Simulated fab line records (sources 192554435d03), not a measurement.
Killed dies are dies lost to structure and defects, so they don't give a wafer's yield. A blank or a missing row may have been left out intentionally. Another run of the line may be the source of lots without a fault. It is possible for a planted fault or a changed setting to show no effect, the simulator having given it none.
Matching of chambers || flow n5Finfet || 4 sister chambers for N5_DUMMY_GATE_DESCUM_20 on rieDiel-03
The step chemistry O2, time 6.2 s. 20 wafers are shown with their chamber, then 10 later ones without.

## WAFERS, EACH WITH ITS CHAMBER
{"wafer": "L076.3", "chamber": 2, "showerheadPlenumPTorr (Torr)": 2.00, "oesProductAu (a.u.)": 0.78, "rfVppV (V)": 242.1}
{"wafer": "L076.4", "chamber": 3, "showerheadPlenumPTorr (Torr)": 2.16, "oesProductAu (a.u.)": 0.71, "rfVppV (V)": 244.9}
{"wafer": "L076.6", "chamber": 0, "showerheadPlenumPTorr (Torr)": 2.24, "oesProductAu (a.u.)": 0.89, "rfVppV (V)": 244.8}
{"wafer": "L078.2", "chamber": 3, "showerheadPlenumPTorr (Torr)": 2.16, "oesProductAu (a.u.)": 0.72, "rfVppV (V)": 243.9}
{"wafer": "L078.4", "chamber": 1, "showerheadPlenumPTorr (Torr)": 2.21, "oesProductAu (a.u.)": 0.84, "rfVppV (V)": 246.3}
{"wafer": "L078.5", "chamber": 0, "showerheadPlenumPTorr (Torr)": 2.24, "oesProductAu (a.u.)": 0.89, "rfVppV (V)": 244.8}
{"wafer": "L080.1", "chamber": 2, "showerheadPlenumPTorr (Torr)": 2.00, "oesProductAu (a.u.)": 0.78, "rfVppV (V)": 242.3}
{"wafer": "L080.4", "chamber": 3, "showerheadPlenumPTorr (Torr)": 2.16, "oesProductAu (a.u.)": 0.71, "rfVppV (V)": 244.3}
{"wafer": "L080.6", "chamber": 2, "showerheadPlenumPTorr (Torr)": 2.00, "oesProductAu (a.u.)": 0.78, "rfVppV (V)": 242.2}
{"wafer": "L084.1", "chamber": 3, "showerheadPlenumPTorr (Torr)": 2.15, "oesProductAu (a.u.)": 0.71, "rfVppV (V)": 244.6}
{"wafer": "L084.5", "chamber": 1, "showerheadPlenumPTorr (Torr)": 2.20, "oesProductAu (a.u.)": 0.82, "rfVppV (V)": 244.6}
{"wafer": "L084.6", "chamber": 2, "showerheadPlenumPTorr (Torr)": 1.99, "oesProductAu (a.u.)": 0.77, "rfVppV (V)": 240.6}
{"wafer": "L086.1", "chamber": 3, "showerheadPlenumPTorr (Torr)": 2.15, "oesProductAu (a.u.)": 0.71, "rfVppV (V)": 243.6}
{"wafer": "L086.2", "chamber": 1, "showerheadPlenumPTorr (Torr)": 2.20, "oesProductAu (a.u.)": 0.82, "rfVppV (V)": 244.7}
{"wafer": "L086.4", "chamber": 2, "showerheadPlenumPTorr (Torr)": 1.99, "oesProductAu (a.u.)": 0.78, "rfVppV (V)": 241.7}
{"wafer": "L088.2", "chamber": 2, "showerheadPlenumPTorr (Torr)": 1.99, "oesProductAu (a.u.)": 0.77, "rfVppV (V)": 242.3}
{"wafer": "L088.5", "chamber": 3, "showerheadPlenumPTorr (Torr)": 2.15, "oesProductAu (a.u.)": 0.70, "rfVppV (V)": 245.1}
{"wafer": "L088.6", "chamber": 2, "showerheadPlenumPTorr (Torr)": 1.99, "oesProductAu (a.u.)": 0.77, "rfVppV (V)": 241.6}
{"wafer": "L093.1", "chamber": 1, "showerheadPlenumPTorr (Torr)": 2.20, "oesProductAu (a.u.)": 0.81, "rfVppV (V)": 245.6}
{"wafer": "L093.2", "chamber": 0, "showerheadPlenumPTorr (Torr)": 2.23, "oesProductAu (a.u.)": 0.84, "rfVppV (V)": 245.7}

SIGNATURES (means of the wafers above)
{"reading": "showerheadPlenumPTorr", "chamber 0": 2.2367, "chamber 1": 2.2025, "chamber 2": 1.9943, "chamber 3": 2.1550, "scatter within a chamber": 0.00538}
{"reading": "oesProductAu", "chamber 0": 0.8733, "chamber 1": 0.8225, "chamber 2": 0.7757, "chamber 3": 0.7100, "scatter within a chamber": 0.0125}
{"reading": "rfVppV", "chamber 0": 245.100, "chamber 1": 245.300, "chamber 2": 241.829, "chamber 3": 244.400, "scatter within a chamber": 0.632}
Rule: for a wafer and a chamber, the distance is found by dividing, reading by reading, the gap between the wafer's reading and the chamber's mean by the reading's scatter, squaring, summing and taking the root. If the next closest chamber is less than 2 further off than the closest, the wafer can't be placed; otherwise it belongs to the closest. The scatter is the square root of a quotient: the sum, over the shown wafers, of each reading's squared deviation from its chamber's mean, divided by wafers minus chambers.

## WAFERS WITH NO CHAMBER GIVEN
{"wafer": "L093.3", "showerheadPlenumPTorr (Torr)": 1.99, "oesProductAu (a.u.)": 0.76, "rfVppV (V)": 242.8}
{"wafer": "L094.4", "showerheadPlenumPTorr (Torr)": 1.99, "oesProductAu (a.u.)": 0.76, "rfVppV (V)": 240.5}
{"wafer": "L094.5", "showerheadPlenumPTorr (Torr)": 2.15, "oesProductAu (a.u.)": 0.70, "rfVppV (V)": 243.0}
{"wafer": "L094.6", "showerheadPlenumPTorr (Torr)": 2.23, "oesProductAu (a.u.)": 0.83, "rfVppV (V)": 245.4}
{"wafer": "L095.2", "showerheadPlenumPTorr (Torr)": 2.20, "oesProductAu (a.u.)": 0.80, "rfVppV (V)": 246.3}
{"wafer": "L095.4", "showerheadPlenumPTorr (Torr)": 2.15, "oesProductAu (a.u.)": 0.69, "rfVppV (V)": 245.9}
{"wafer": "L095.5", "showerheadPlenumPTorr (Torr)": 1.99, "oesProductAu (a.u.)": 0.76, "rfVppV (V)": 242.9}
{"wafer": "L096.1", "showerheadPlenumPTorr (Torr)": 1.99, "oesProductAu (a.u.)": 0.76, "rfVppV (V)": 243.0}
{"wafer": "L096.2", "showerheadPlenumPTorr (Torr)": 2.22, "oesProductAu (a.u.)": 0.84, "rfVppV (V)": 244.9}
{"wafer": "L096.4", "showerheadPlenumPTorr (Torr)": 2.15, "oesProductAu (a.u.)": 0.70, "rfVppV (V)": 244.0}

## WHICH CHAMBER EACH WENT THROUGH
{"wafer": "L093.3", "from the rows above": 2, "in truth": 2}
{"wafer": "L094.4", "from the rows above": 2, "in truth": 2}
{"wafer": "L094.5", "from the rows above": 3, "in truth": 3}
{"wafer": "L094.6", "from the rows above": "can't be placed: 0 or 1", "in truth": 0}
{"wafer": "L095.2", "from the rows above": 1, "in truth": 1}
{"wafer": "L095.4", "from the rows above": 3, "in truth": 3}
{"wafer": "L095.5", "from the rows above": 2, "in truth": 2}
{"wafer": "L096.1", "from the rows above": 2, "in truth": 2}
{"wafer": "L096.2", "from the rows above": "can't be placed: 1 or 0", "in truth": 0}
{"wafer": "L096.4", "from the rows above": 3, "in truth": 3}
Correct placement for 8 of the 10. Unplaceable from these rows: 2, with the true chamber sitting among the candidates in 2. Wrongly placed: 0.
